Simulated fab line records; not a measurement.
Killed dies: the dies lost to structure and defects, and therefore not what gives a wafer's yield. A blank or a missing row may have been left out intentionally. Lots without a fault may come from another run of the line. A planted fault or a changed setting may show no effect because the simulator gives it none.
fab line records	flow n5Finfet
record lots=7	wafers=39
route steps=1938 shown FIN_SAQP@96 FIN_CUT@169 DUMMY_GATE@214 HKMG_FIN@389 MOL_CONTACT_COAG@579 BEOL_M4@1111
startH: start of the lot's first displayed wafer, in hours after the record's first day	waitH: how many hours have passed since the lot's step before this one	" the same as in the row above	L1.1+2: one row covering several wafers at once	- no value, or no start given	* or withheld: withheld	< > ~ a bound
route shown NAME@n: names a module that has steps shown in the file, with the first one's number in the route	usual: mean/standard deviation of fault-free wafers	same: alike in all rows	chamber/n: place in a boat	sites: readings site by site	_std_site: standard deviation of those values	_edge_site: the outer-site mean with the inner-site mean subtracted	radiusMm: how far each site lies from the wafer's centre	mask NAME#n: copy n	behind: the tool/chamber that last shaped the wafer	hold: what put the lot on hold/how long, in hours/how the hold closed	device: the transistor (n, p or np) that didn't switch	end of line: at the end of the route, the tests of the same wafers	for a step that has no rows: nothing shown but its recipe	killed: not the wafer's yield, but the dies lost to structure and defects at the first sort	map: a wafer's dies, marking killed ones x, the rest . and places with no die _
set.NAME: the run value of the setting; set.NAME@STEP: its run value at that earlier step	model.NAME: the simulator's own value behind a step, which no gauge read
lots with deliberately changed settings; one table per step, one row per wafer
## steps
# step N5_FIN_SAQP_HM_DEP_03
# recipe material=SiNx	targetThkA=380	tempC=400	precursor=SiH4/NH3/N2	pressureTorr=1.5	rfW=300	timeS=33.6
# step N5_FIN_CUT_ETCH_21
# recipe chemistry=N2/H2	target=SOC	targetDepthA=2190	overetchA=438	maskMaterial=SiARC	tempC=40	ionEnergyEv=100	biasW=61	timeS=523.5	pressureMtorr=30	sourceW=850	n2FlowSccm=200	h2FlowSccm=200
# step N5_DUMMY_GATE_ALD_02
# recipe material=SiO2	targetThkA=20	tempC=300	aldPrecursorFamily=BDEAS	aldCoReactant=O2-plasma	pulseTimeS=1	pressureTorr=2
# step N5_DUMMY_GATE_EXPOSE_12
# recipe maskId=GATE	na=0.33	sourceShape=annular	sigmaInner=0.2	sigmaOuter=0.6	polarization=unpolarized	targetCdNm=25	doseMj=34
# step N5_DUMMY_GATE_ETCH_31
# recipe chemistry=C4F6/O2	target=SiO2	maskMaterial=SOC	targetDepthA=825	timeS=27.5	ionEnergyEv=250	pressureMtorr=30	sourceW=345	biasW=185	Ar_flow_sccm=300	C4F6_flow_sccm=10	O2_flow_sccm=10
# step N5_DUMMY_GATE_ETCH_32
# recipe chemistry=CF4	target=SiO2	targetDepthA=35	timeS=3.9	ionEnergyEv=350	pressureMtorr=10	icpW=800	biasW=400	cf4FlowSccm=80
# step N5_HKMG_FIN_ALD_75
# recipe material=Al2O3	targetThkA=10	tempC=150	aldPrecursorFamily=TMA	aldCoReactant=H2O	pulseTimeS=withheld	coReactantPulseTimeS=1
# step N5_MOL_CONTACT_COAG_ALD_131
# recipe material=SiO2	targetThkA=50	tempC=100	aldPrecursorFamily=BDEAS	aldCoReactant=O2-plasma	pulseTimeS=1	coReactantPulseTimeS=1	purgeTimeS=2	coReactantPurgeTimeS=2	aldCycles=35	pressureTorr=2
# step N5_MOL_CONTACT_COAG_ETCH_91
# recipe chemistry=N2/H2	target=SOC	targetDepthA=600	overetchA=210	maskMaterial=SiARC	tempC=40	timeS=101.2	ionEnergyEv=200	pressureMtorr=30	sourceW=840	biasW=150	n2FlowSccm=200	h2FlowSccm=200
# step N5_MOL_CONTACT_COAG_EXPOSE_37
# recipe maskId=VD	na=0.33	sourceShape=annular	sigmaInner=0.3	sigmaOuter=0.7	polarization=unpolarized	defocusNm=0	doseMj=62
# step N5_BEOL_M4_RC_MEAS_101
# usual DIBL_P=37.1/2	IOFF_P=0.22/0.036	IOFF_P_85C=3.8/0.52	IOFF_P_LIN=0.104/0.014
lot.wafer	tool	chamber	startH	waitH	set.timeS@FIN_SAQP_HM_DEP_03	set.biasW@FIN_CUT_ETCH_21	set.targetThkA@DUMMY_GATE_ALD_02	set.doseMj@DUMMY_GATE_EXPOSE_12	set.targetDepthA@DUMMY_GATE_ETCH_31	set.timeS@DUMMY_GATE_ETCH_32	set.targetThkA@HKMG_FIN_ALD_75	set.aldCycles@MOL_CONTACT_COAG_ALD_131	set.targetDepthA@MOL_CONTACT_COAG_ETCH_91	set.doseMj@MOL_CONTACT_COAG_EXPOSE_37	DIBL_P[mV/V]	IOFF_P[nA/um]	IOFF_P_85C[nA/um]	IOFF_P_LIN[nA/um]
L078.1	prober-01	0	205.84	0.0	33.6	61	20	34	825	4.735	10	38	600	58.69	35.1	0.18	3.1	0.090
L078.2	"	0	"	"	37.3	61	20	34	825	4.735	10	35	628.8	62	38.1	0.22	3.7	0.104
L078.3	"	0	"	"	33.6	61	20	34	825	3.9	10	38	628.8	58.69	36.2	0.19	3.4	0.095
L078.4	"	0	"	"	37.3	61	20	34	825	4.735	10	38	600	62	38.5	0.21	3.7	0.102
L078.5	"	0	"	"	37.3	61	20	34	825	3.9	10	35	600	58.69	37.1	0.21	3.6	0.103
L078.6	"	0	"	"	33.6	61	20	34	825	3.9	10	35	628.8	62	35.9	0.18	3.2	0.091
L083.1	prober-02	0	229.13	0.2	33.6	51	22.34	34	825	3.211	10	35	600	65.95	40.5	0.27	4.6	0.118
L083.2	"	0	"	"	33.6	61	22.34	34	853.3	3.211	10	35	669.5	62	37.8	0.22	3.8	0.100
L083.3	"	0	"	"	31.07	61	20	34	825	3.9	10	35	669.5	62	35.8	0.19	3.3	0.090
L083.4	"	0	"	"	31.07	51	20	34	853.3	3.211	10	35	669.5	65.95	38.9	0.24	4.0	0.105
L083.5	"	0	"	"	31.07	61	22.34	34	825	3.9	10	35	600	62	40.3	0.27	4.5	0.116
L083.6	"	0	"	"	33.6	51	20	34	853.3	3.9	10	35	600	65.95	35.0	0.18	3.1	0.086
L087.1	prober-01	0	241.76	0.0	33.6	61	20	34	770.4	3.9	8.713	35	600	62	38.1	0.24	3.9	0.107
L087.2	"	0	"	"	33.6	61	20.79	32	825	4.667	8.713	39	543.3	62	33.2	0.17	3.0	0.086
L087.3	"	0	"	"	30.13	61	20	34	825	4.667	10	35	600	62	37.0	0.21	3.5	0.097
L087.4	"	0	"	"	30.13	61	20.79	34	770.4	3.9	10	39	600	60.45	37.8	0.24	4.0	0.106
L087.5	"	0	"	"	30.13	61	20	32	825	3.9	8.713	35	543.3	60.45	33.6	0.17	3.0	0.088
L087.6	"	0	"	"	33.6	61	20.79	32	770.4	4.667	10	39	543.3	60.45	34.4	0.19	3.2	0.091
L089.1	prober-01	0	257.27	0.0	33.6	54.38	20	34	825	3.9	10.73	35	600	58.46	35.5	0.19	3.4	0.092
L089.2	"	0	"	"	33.6	54.38	20	31.38	825	3.9	10	33	600	62	33.5	0.17	3.1	0.087
L089.3	"	0	"	"	33.6	54.38	20	34	825	3.9	10.73	35	600	62	39.3	0.25	4.3	0.114
L089.4	"	0	"	"	33.6	61	20	34	825	3.9	10	33	600	62	39.5	0.25	4.3	0.113
L089.5	"	0	"	"	33.6	61	20	31.38	825	3.9	10	35	600	58.46	30.7	0.14	2.6	0.076
L089.6	"	0	"	"	33.6	61	20	31.38	825	3.9	10.73	33	600	58.46	33.4	0.16	3.0	0.084
L092.1	prober-01	0	280.04	0.0	33.6	61	20	31.93	825	4.639	10	35	566	62	32.4	0.20	3.4	0.102
L092.2	"	0	"	"	33.6	51.85	17.6	31.93	911.8	4.639	11.19	39	600	62	31.6	0.19	3.3	0.097
L092.3	"	0	"	"	33.6	61	20	34	911.8	3.9	10	35	566	62	39.1	0.31	4.9	0.136
L092.4	"	0	"	"	33.6	51.85	17.6	34	911.8	4.639	11.19	39	566	62	37.7	0.29	4.6	0.130
L092.5	"	0	"	"	33.6	61	17.6	34	825	3.9	10	39	600	62	36.7	0.27	4.5	0.125
L092.6	"	0	"	"	33.6	51.85	20	31.93	825	3.9	11.19	35	600	62	32.7	0.21	3.6	0.106
L094.1	prober-02	0	298.40	0.0	33.6	61	20	34	825	3.9	10	35	600	62	36.3	0.25	4.2	0.114
L094.3	"	0	"	"	33.6	61	20	34	825	3.9	10	35	600	62	32.4	0.18	3.2	0.089
L094.6	"	0	"	"	33.6	61	20	34	825	3.9	10	35	600	62	33.3	0.20	3.5	0.099
L097.1	prober-01	0	309.93	0.0	37.06	61	20	34	825	3.9	11.27	35	600	62	36.5	0.22	3.7	0.106
L097.2	"	0	"	"	33.6	61	19.01	36.6	825	4.362	11.27	31	600	62	42.4	0.34	5.3	0.144
L097.3	"	0	"	"	37.06	66.17	19.01	36.6	825	3.9	10	35	600	62	42.7	0.33	5.2	0.139
L097.4	"	0	"	"	37.06	61	20	34	825	4.362	10	35	600	62	38.2	0.24	4.1	0.114
L097.5	"	0	"	"	33.6	66.17	19.01	34	825	3.9	11.27	31	600	62	35.6	0.21	3.6	0.105
L097.6	"	0	"	"	33.6	66.17	20	36.6	825	4.362	10	31	600	62	42.2	0.34	5.5	0.146
## key
split step=N5_FIN_SAQP_HM_DEP_03	setting=timeS	statedAs=33.6
response none clear
split step=N5_FIN_CUT_ETCH_21	setting=biasW	statedAs=61
response none clear
split step=N5_DUMMY_GATE_ALD_02	setting=targetThkA	statedAs=20
response none clear
split step=N5_DUMMY_GATE_EXPOSE_12	setting=doseMj	statedAs=34
response step=N5_BEOL_M4_RC_MEAS_101	reading=DIBL_P	slope=+0.779	per=1%	togetherWith=all	explained=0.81
response step=N5_BEOL_M4_RC_MEAS_101	reading=IOFF_P	slope=+0.0125	per=1%	togetherWith=all	explained=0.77
response step=N5_BEOL_M4_RC_MEAS_101	reading=IOFF_P_85C	slope=+0.177	per=1%	togetherWith=all	explained=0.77
response step=N5_BEOL_M4_RC_MEAS_101	reading=IOFF_P_LIN	slope=+0.00397	per=1%	togetherWith=all	explained=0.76
split step=N5_DUMMY_GATE_ETCH_31	setting=targetDepthA	statedAs=825
response none clear
split step=N5_DUMMY_GATE_ETCH_32	setting=timeS	statedAs=3.9
response none clear
split step=N5_HKMG_FIN_ALD_75	setting=targetThkA	statedAs=10
response none clear
split step=N5_MOL_CONTACT_COAG_ALD_131	setting=aldCycles	statedAs=35
response none clear
split step=N5_MOL_CONTACT_COAG_ETCH_91	setting=targetDepthA	statedAs=600
response none clear
split step=N5_MOL_CONTACT_COAG_EXPOSE_37	setting=doseMj	statedAs=62
response none clear
